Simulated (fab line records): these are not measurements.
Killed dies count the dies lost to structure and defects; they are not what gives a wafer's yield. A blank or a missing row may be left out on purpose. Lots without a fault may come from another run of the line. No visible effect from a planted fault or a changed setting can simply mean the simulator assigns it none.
Matching of chambers / flow n5Finfet / N5_HKMG_FIN_HK_ALD_01 on aldHk-02: 4 sister chambers
The step deposits HfO2, target thk 1.6 nm, pulse time 3 s, purge time 3 s. 8 wafers are shown with their chamber, then 9 later ones without.

WAFERS PAIRED WITH THEIR CHAMBERS
wafer=L075.4 chamber=0 precursorPulseHeightRel=0.991
wafer=L082.4 chamber=0 precursorPulseHeightRel=0.983
wafer=L084.2 chamber=3 precursorPulseHeightRel=1.012
wafer=L084.5 chamber=2 precursorPulseHeightRel=0.972
wafer=L084.6 chamber=1 precursorPulseHeightRel=1.018
wafer=L085.2 chamber=3 precursorPulseHeightRel=0.997
wafer=L085.3 chamber=2 precursorPulseHeightRel=0.963
wafer=L085.4 chamber=1 precursorPulseHeightRel=0.971

WAFERS MISSING THEIR CHAMBER
wafer=L092.4 precursorPulseHeightRel=0.995
wafer=L092.5 precursorPulseHeightRel=1.002
wafer=L092.6 precursorPulseHeightRel=0.987
wafer=L093.3 precursorPulseHeightRel=1.000
wafer=L093.4 precursorPulseHeightRel=0.995
wafer=L093.5 precursorPulseHeightRel=0.994
wafer=L097.3 precursorPulseHeightRel=1.003
wafer=L097.4 precursorPulseHeightRel=0.953
wafer=L097.6 precursorPulseHeightRel=0.974

THE CHAMBER EACH PASSED THROUGH
wafer=L092.4; from the rows above=can't be placed: 1 or 0 or 3 or 2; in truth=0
wafer=L092.5; from the rows above=can't be placed: 3 or 1 or 0 or 2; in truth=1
wafer=L092.6; from the rows above=can't be placed: 0 or 1 or 3 or 2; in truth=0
wafer=L093.3; from the rows above=can't be placed: 3 or 1 or 0 or 2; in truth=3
wafer=L093.4; from the rows above=can't be placed: 1 or 0 or 3 or 2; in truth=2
wafer=L093.5; from the rows above=can't be placed: 1 or 0 or 3 or 2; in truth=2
wafer=L097.3; from the rows above=can't be placed: 3 or 1 or 0 or 2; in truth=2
wafer=L097.4; from the rows above=can't be placed: 2 or 0 or 1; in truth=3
wafer=L097.6; from the rows above=can't be placed: 2 or 0 or 1 or 3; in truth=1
Correct placement for 0 of the 9. From these rows, 9 cannot be placed; in 8 the true chamber is one of the candidates. Placed wrongly: 0.
How it was worked out, from the rows above alone: a wafer's distance from a chamber is the root of the sum, over the readings, of the square of ((its reading less the chamber's mean) divided by the reading's scatter). The wafer belongs to the nearest chamber; if the next one is less than 2 further off, it can't be placed. Each chamber's mean is taken over the wafers shown for it. The scatter is the square root of a quotient: the sum, over the shown wafers, of each reading's squared deviation from its chamber's mean, divided by wafers minus chambers.
